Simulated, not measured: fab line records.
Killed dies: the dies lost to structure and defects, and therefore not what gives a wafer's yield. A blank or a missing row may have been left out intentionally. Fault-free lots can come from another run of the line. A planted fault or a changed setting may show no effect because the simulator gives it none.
fab line records + flow nand-harc
[record]
- lots = 13
- wafers = 39
- last-day = 24
route steps=1159 shown A_M1@1051 A_BONDPAD@1059
lots that met no fault: taken from a fault-free run of the same line
start-h: hours from the record's first day to the start of the lot's first wafer shown + wait-h: hours elapsed since this lot's preceding step + " same as the row above + L1.1+2: a single row standing in for several wafers + - no value, or no start given + * or withheld: withheld + < > ~ a bound
route shown NAME@n: NAME is a module with steps in the file, n the number in the route of the first one + usual: the fault-free wafers' mean and standard deviation + same: alike in all rows + chamber/n: place in a boat + sites: per-site readings + _std_site: the values' standard deviation + _edge_site: mean of outer sites minus mean of inner sites + radius-mm: how far each site lies from the wafer's centre + mask NAME#n: copy n + behind: the last tool/chamber to shape the wafer + hold: cause of the lot's hold/its duration in hours/its outcome + device: transistor that didn't switch, given as n, p or np + end of line: tests of these same wafers at the route's end + a step given without rows: its recipe and nothing more + killed: dies lost to structure and defects at the first sort, not the wafer's yield + map: shows each die of a wafer: x if killed, . if not, _ if none is there
set.NAME: the setting the step ran with; set.NAME@STEP: the setting that earlier step ran with + model.NAME: the simulator's own value behind a step, which no gauge read
a sample of lots followed through the steps of the route, with each step as a table and each wafer as a row
services: from which hour (start-h, from the record's first day; less than 0 if before it) a tool's chamber was out of use, for how many hours, and why
[[steps]]
[step NHARC_A_M1_ANNEAL_31]
[recipe]
- temp-c = 225
- time-s = 90
[usual]
- wafer_temp_C_max = 226.0/0.32
| lot.wafer | tool          | chamber | start-h | wait-h | wafer_temp_C_max |
|-----------|---------------|---------|---------|--------|------------------|
| L480.2    | rtp-anneal-02 | 0       | 409.82  | -      | 225.7            |
| L480.3    | "             | 0       | "       | "      | 225.5            |
| L480.6    | "             | 0       | "       | "      | 225.4            |
| L479.1    | rtp-anneal-01 | 0       | 410.27  | 0.3    | 225.9            |
| L479.3    | "             | 0       | "       | "      | 226.5            |
| L479.6    | "             | 0       | "       | "      | 226.6            |
| L481.1    | rtp-anneal-02 | 0       | 410.56  | -      | 225.8            |
| L481.4    | "             | 0       | "       | "      | 226.1            |
| L481.5    | "             | 0       | "       | "      | 225.7            |
| L482.1    | rtp-anneal-01 | 0       | 410.92  | -      | 226.3            |
| L482.5    | "             | 0       | "       | "      | 226.2            |
| L482.6    | "             | 0       | "       | "      | 226.5            |
| L484.1    | rtp-anneal-01 | 0       | 419.78  | -      | 225.6            |
| L484.4    | "             | 0       | "       | "      | 226.3            |
| L484.6    | "             | 0       | "       | "      | 225.9            |
| L483.1    | rtp-anneal-02 | 0       | 420.45  | -      | 225.8            |
| L483.4    | "             | 0       | "       | "      | 225.7            |
| L483.6    | "             | 0       | "       | "      | 226.0            |
| L485.2    | rtp-anneal-01 | 0       | 448.17  | -      | 226.0            |
| L485.4    | "             | 0       | "       | "      | 226.0            |
| L485.6    | "             | 0       | "       | "      | 226.0            |
| L490.3    | rtp-anneal-01 | 0       | 459.53  | -      | 226.2            |
| L490.4    | "             | 0       | "       | "      | 226.1            |
| L490.5    | "             | 0       | "       | "      | 226.1            |
| L489.3    | rtp-anneal-02 | 0       | 471.22  | 0.3    | 225.4            |
| L489.5    | "             | 0       | "       | "      | 225.7            |
| L489.6    | "             | 0       | "       | "      | 225.6            |
| L487.1    | rtp-anneal-01 | 0       | 471.41  | -      | 226.1            |
| L487.2    | "             | 0       | "       | "      | 225.9            |
| L487.4    | "             | 0       | "       | "      | 226.6            |
| L488.1    | rtp-anneal-02 | 0       | 481.75  | 0.3    | 225.9            |
| L488.3    | "             | 0       | "       | "      | 225.9            |
| L488.6    | "             | 0       | "       | "      | 225.8            |
| L492.1    | rtp-anneal-01 | 0       | 484.51  | -      | 225.5            |
| L492.2    | "             | 0       | "       | "      | 226.0            |
| L492.6    | "             | 0       | "       | "      | 226.4            |
| L496.1    | rtp-anneal-02 | 0       | 515.05  | -      | 225.7            |
| L496.3    | "             | 0       | "       | "      | 226.1            |
| L496.4    | "             | 0       | "       | "      | 225.7            |
[step NHARC_A_BONDPAD_DEP_00]
[recipe]
- target-thk-a = 2500
- temp-c = 370
- target-thk-nm = 250
- pressure-torr = 3
- flow-sccm = 200
- rf-w = 450
- material = SiCN
[usual]
- heater-power-w = 564/120
| lot.wafer | tool     | chamber | start-h | wait-h | heater-power-w |
|-----------|----------|---------|---------|--------|----------------|
| L480.2    | pecvd-03 | 0       | 411.29  | -      | 797            |
| L480.3    | "        | 1       | "       | "      | 420            |
| L480.6    | "        | 1       | "       | "      | 434            |
| L479.3    | pecvd-02 | 0       | -       | -      | 656            |
| L479.1    | "        | 1       | "       | "      | 545            |
| L479.6    | "        | 1       | "       | "      | 574            |
| L481.1    | pecvd-02 | 2       | 412.07  | -      | 489            |
| L481.5    | "        | 2       | "       | "      | 497            |
| L481.4    | "        | 0       | "       | "      | 642            |
| L482.1    | pecvd-04 | 2       | -       | -      | 550            |
| L482.5    | "        | 1       | "       | "      | 810            |
| L482.6    | "        | 0       | "       | "      | 457            |
| L484.1    | pecvd-03 | 0       | 421.44  | -      | 826            |
| L484.6    | "        | 1       | "       | "      | 505            |
| L484.4    | "        | 2       | "       | "      | 549            |
| L483.1    | pecvd-03 | 0       | 422.01  | -      | 743            |
| L483.4    | "        | 2       | "       | "      | 518            |
| L483.6    | "        | 0       | "       | "      | 731            |
| L485.2    | pecvd-04 | 1       | 449.74  | -      | 696            |
| L485.4    | "        | 0       | "       | "      | 468            |
| L485.6    | "        | 1       | "       | "      | 699            |
| L490.3    | pecvd-03 | 1       | 460.99  | -      | 483            |
| L490.4    | "        | 0       | "       | "      | 716            |
| L490.5    | "        | 2       | "       | "      | 466            |
| L489.3    | pecvd-03 | 0       | 472.67  | -      | 757            |
| L489.5    | "        | 0       | "       | "      | 756            |
| L489.6    | "        | 1       | "       | "      | 440            |
| L487.2    | pecvd-04 | 1       | -       | -      | 659            |
| L487.1    | "        | 0       | "       | "      | 446            |
| L487.4    | "        | 2       | "       | "      | 441            |
| L488.1    | pecvd-04 | 0       | 483.31  | -      | 430            |
| L488.3    | "        | 1       | "       | "      | 833            |
| L488.6    | "        | 1       | "       | "      | 656            |
| L492.1    | pecvd-02 | 1       | 486.06  | -      | 593            |
| L492.2    | "        | 2       | "       | "      | 487            |
| L492.6    | "        | 1       | "       | "      | 597            |
| L496.3    | pecvd-04 | 1       | 516.65  | -      | 756            |
| L496.1    | "        | 0       | "       | "      | 476            |
| L496.4    | "        | 1       | "       | "      | 756            |
[step NHARC_A_BONDPAD_ETCH_12]
[recipe]
- target-depth-a = 2200
- time-s = 110
- chf3-flow-sccm = 50
- o2-flow-sccm = 10
- ar-flow-sccm = 200
- rf-w = 500
- bias-w = 200
- chemistry = CHF3/O2
[usual]
- drypump-motor-current-A = 5.6/0.65
- oes-product-au = 0.936/0.019
- rf-vpp-V = 371.6/2
- showerhead-plenum-p-Torr = 2.45/0.088
- throttle-valve-pct = 20.572/0.0093
| lot.wafer | tool        | chamber | start-h | wait-h | drypump-motor-current-A | oes-product-au | rf-hours-counter-h | rf-vpp-V | showerhead-plenum-p-Torr | throttle-valve-pct |
|-----------|-------------|---------|---------|--------|-------------------------|----------------|--------------------|----------|--------------------------|--------------------|
| L480.2    | rie-diel-03 | 2       | 412.92  | -      | 5.0                     | 0.971          | 0                  | 368.6    | 2.33                     | 20.582             |
| L480.3    | "           | 3       | "       | "      | 5.2                     | 0.969          | 0                  | 372.9    | 2.52                     | 20.577             |
| L480.6    | "           | 2       | "       | "      | 5.0                     | 0.979          | -                  | 369.3    | 2.33                     | 20.566             |
| L479.3    | rie-diel-03 | 1       | 413.46  | -      | 4.8                     | 0.948          | 1                  | 371.5    | 2.48                     | 20.581             |
| L479.1    | "           | 2       | "       | "      | 5.1                     | 0.973          | 1                  | 368.5    | 2.33                     | 20.572             |
| L479.6    | "           | 0       | "       | "      | 6.5                     | 0.929          | -                  | 374.2    | 2.53                     | 20.564             |
| L481.4    | rie-diel-06 | 1       | 413.81  | -      | 6.5                     | 0.928          | 62                 | 370.7    | 2.49                     | 20.580             |
| L481.1    | "           | 3       | "       | "      | 6.2                     | 0.933          | 53                 | 366.0    | 2.22                     | 20.587             |
| L481.5    | "           | 1       | "       | "      | 6.6                     | 0.934          | -                  | 372.5    | 2.49                     | 20.562             |
| L482.1    | rie-diel-06 | 2       | 414.12  | -      | 6.4                     | 0.917          | 62                 | 370.5    | 2.43                     | 20.551             |
| L482.6    | "           | 2       | "       | "      | 6.4                     | 0.908          | -                  | 371.8    | 2.43                     | 20.587             |
| L482.5    | "           | 3       | "       | "      | 6.3                     | 0.931          | -                  | 367.8    | 2.22                     | 20.584             |
| L484.1    | rie-diel-03 | 1       | 422.85  | -      | 4.8                     | 0.975          | 1                  | 374.1    | 2.48                     | 20.567             |
| L484.4    | "           | 3       | "       | "      | 5.2                     | 0.939          | 1                  | 372.5    | 2.52                     | 20.565             |
| L484.6    | "           | 1       | "       | "      | 4.8                     | 0.966          | -                  | 372.5    | 2.48                     | 20.572             |
| L483.4    | rie-diel-04 | 1       | 423.58  | -      | 5.5                     | 0.927          | 24                 | 372.1    | 2.55                     | 20.566             |
| L483.1    | "           | 3       | "       | "      | 5.1                     | 0.922          | 23                 | 368.4    | 2.28                     | 20.576             |
| L483.6    | "           | 1       | "       | "      | 5.5                     | 0.931          | -                  | 373.0    | 2.55                     | 20.577             |
| L485.4    | rie-diel-03 | 3       | 451.15  | -      | 5.2                     | 0.931          | 2                  | 374.2    | 2.52                     | 20.565             |
| L485.2    | "           | 0       | "       | "      | 6.5                     | 0.936          | 2                  | 374.3    | 2.53                     | 20.578             |
| L485.6    | "           | 3       | "       | "      | 5.2                     | 0.931          | -                  | 373.6    | 2.52                     | 20.562             |
| L490.4    | rie-diel-03 | 1       | 462.58  | -      | 4.8                     | 0.963          | 2                  | 371.7    | 2.48                     | 20.561             |
| L490.3    | "           | 2       | "       | "      | 5.0                     | 0.968          | 2                  | 367.9    | 2.33                     | 20.569             |
| L490.5    | "           | 0       | "       | "      | 6.6                     | 0.953          | -                  | 374.0    | 2.53                     | 20.566             |
| L489.3    | rie-diel-03 | 2       | 474.46  | 0.2    | 5.0                     | 0.943          | -                  | 370.5    | 2.33                     | 20.558             |
| L489.6    | "           | 1       | "       | "      | 4.8                     | 0.942          | -                  | 372.5    | 2.48                     | 20.564             |
| L489.5    | "           | 2       | "       | "      | 5.0                     | 0.962          | -                  | 369.6    | 2.33                     | 20.564             |
| L487.1    | rie-diel-06 | 3       | 474.60  | -      | 6.2                     | 0.920          | 20                 | 375.0    | 2.59                     | 20.571             |
| L487.4    | "           | 1       | "       | "      | 6.6                     | 0.923          | 22                 | 374.0    | 2.48                     | 20.577             |
| L487.2    | "           | 2       | "       | "      | 6.4                     | 0.910          | 18                 | 372.0    | 2.42                     | 20.567             |
| L488.3    | rie-diel-03 | 1       | 484.95  | -      | 4.8                     | 0.947          | 3                  | 372.7    | 2.48                     | 20.598             |
| L488.1    | "           | 2       | "       | "      | 5.0                     | 0.955          | 3                  | 368.4    | 2.33                     | 20.583             |
| L488.6    | "           | 0       | "       | "      | 6.5                     | 0.928          | -                  | 373.5    | 2.53                     | 20.570             |
| L492.1    | rie-diel-03 | 1       | 487.63  | -      | 4.8                     | 0.942          | 3                  | 372.7    | 2.48                     | 20.578             |
| L492.2    | "           | 2       | "       | "      | 5.1                     | 0.957          | 3                  | 369.4    | 2.33                     | 20.580             |
| L492.6    | "           | 0       | "       | "      | 6.6                     | 0.960          | -                  | 373.4    | 2.53                     | 20.577             |
| L496.4    | rie-diel-03 | 0       | 518.32  | -      | 6.6                     | 0.863          | 4                  | 373.6    | 2.53                     | 20.579             |
| L496.3    | "           | 1       | "       | "      | 4.8                     | 0.927          | 4                  | 371.1    | 2.48                     | 20.566             |
| L496.1    | "           | 2       | "       | "      | 5.0                     | 0.940          | 4                  | 368.4    | 2.33                     | 20.563             |
[step NHARC_A_BONDPAD_PRE_CLEAN_26]
[recipe]
- time-s = 30
- temp-c = 280
- gas = H2/He
[usual]
- heater-power-w = 401/45
| lot.wafer | tool           | chamber | start-h | wait-h | heater-power-w |
|-----------|----------------|---------|---------|--------|----------------|
| L480.2    | pvd-sputter-02 | -       | -       | -      | 384            |
| L480.3    | "              | -       | "       | "      | 396            |
| L480.6    | "              | -       | "       | "      | 380            |
| L479.1    | pvd-sputter-01 | -       | -       | -      | 467            |
| L479.3    | "              | -       | "       | "      | 392            |
| L479.6    | "              | -       | "       | "      | 462            |
| L481.4    | pvd-sputter-02 | -       | -       | -      | 381            |
| L481.1    | "              | -       | "       | "      | 411            |
| L481.5    | "              | -       | "       | "      | 405            |
| L482.1    | pvd-sputter-01 | -       | -       | -      | 383            |
| L482.5    | "              | -       | "       | "      | 463            |
| L482.6    | "              | -       | "       | "      | 477            |
| L484.1    | pvd-sputter-03 | -       | -       | -      | 448            |
| L484.4    | "              | -       | "       | "      | 420            |
| L484.6    | "              | -       | "       | "      | 445            |
| L483.1    | pvd-sputter-02 | -       | -       | -      | 414            |
| L483.4    | "              | -       | "       | "      | 448            |
| L483.6    | "              | -       | "       | "      | 385            |
| L485.4    | pvd-sputter-02 | -       | -       | -      | 446            |
| L485.2    | "              | -       | "       | "      | 415            |
| L485.6    | "              | -       | "       | "      | 454            |
| L490.3    | pvd-sputter-03 | -       | -       | -      | 435            |
| L490.4    | "              | -       | "       | "      | 384            |
| L490.5    | "              | -       | "       | "      | 436            |
| L489.3    | pvd-sputter-03 | -       | -       | -      | 431            |
| L489.6    | "              | -       | "       | "      | 381            |
| L489.5    | "              | -       | "       | "      | 414            |
| L487.1    | pvd-sputter-02 | -       | -       | -      | 364            |
| L487.4    | "              | -       | "       | "      | 386            |
| L487.2    | "              | -       | "       | "      | 450            |
| L488.3    | pvd-sputter-03 | -       | -       | -      | 318            |
| L488.1    | "              | -       | "       | "      | 382            |
| L488.6    | "              | -       | "       | "      | 316            |
| L492.2    | pvd-sputter-02 | -       | -       | -      | 386            |
| L492.1    | "              | -       | "       | "      | 448            |
| L492.6    | "              | -       | "       | "      | 417            |
| L496.3    | pvd-sputter-03 | -       | -       | -      | 412            |
| L496.1    | "              | -       | "       | "      | 314            |
| L496.4    | "              | -       | "       | "      | 451            |
[[services]]
| tool           | chamber | start-h | hours | kind       |
|----------------|---------|---------|-------|------------|
| pvd-sputter-02 | -       | 392.00  | 10.0  | pm         |
| rie-diel-03    | -       | 392.30  | 9.0   | pm         |
| rie-diel-03    | 0       | 392.30  | 9.0   | vent-cycle |
| rie-diel-03    | 1       | 392.30  | 9.0   | vent-cycle |
| rie-diel-03    | 2       | 392.30  | 9.0   | vent-cycle |
| rie-diel-03    | 3       | 392.30  | 9.0   | vent-cycle |
| rie-diel-04    | 3       | 397.47  | 2.3   | repair     |
| rie-diel-03    | 0       | 401.30  | -     | clean      |
| rie-diel-03    | 1       | 401.30  | -     | clean      |
| rie-diel-03    | 2       | 401.30  | -     | clean      |
| rie-diel-03    | 3       | 401.30  | -     | clean      |
| rie-diel-03    | -       | 404.87  | 1.6   | repair     |
| pvd-sputter-01 | -       | 408.67  | 0.8   | repair     |
| rie-diel-06    | -       | 418.27  | 9.0   | pm         |
| pvd-sputter-01 | -       | 432.53  | 90.5  | repair     |
| rie-diel-04    | -       | 466.30  | 9.0   | pm         |
| rie-diel-03    | -       | 467.76  | 0.7   | repair     |
| rie-diel-03    | 0       | 468.93  | 12.0  | repair     |
| rie-diel-03    | 3       | 472.55  | 14.5  | repair     |
| pecvd-03       | -       | 473.18  | 13.0  | pm         |
| rie-diel-03    | -       | 478.87  | 0.9   | repair     |
| pvd-sputter-03 | -       | 496.82  | 10.0  | pm         |
| pecvd-03       | -       | 510.36  | 1.3   | repair     |
| pecvd-02       | -       | 515.28  | 13.0  | pm         |
[[key]]
[first-sign]
- step = NHARC_A_BONDPAD_ETCH_12
- reading = oes-product-au
- direction = down
- sigmas = 3.8
- usual = 0.936
- struck = 0.863
effect none on later readings
met-at NHARC_A_BONDPAD_ETCH_12
struck-lots L496
struck-wafers L496.4
sort-left-out L496.4
not-acting-at NHARC_A_M1_ANNEAL_31,NHARC_A_BONDPAD_DEP_00,NHARC_A_BONDPAD_PRE_CLEAN_26
onset-between 487.63 518.32
[fault]
- kind = process-parameter-drift
- tool = rie-diel-03
- chamber = 0
- onset-h = 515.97
- steps = NHARC_A_BONDPAD_ETCH_12
- channel = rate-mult
- offset = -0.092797
- shape = step
- end-h = 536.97
// sort-left-out: the simulated sort isn't trusted on such a fault, so these wafers' sort isn't shown, and their yield isn't known
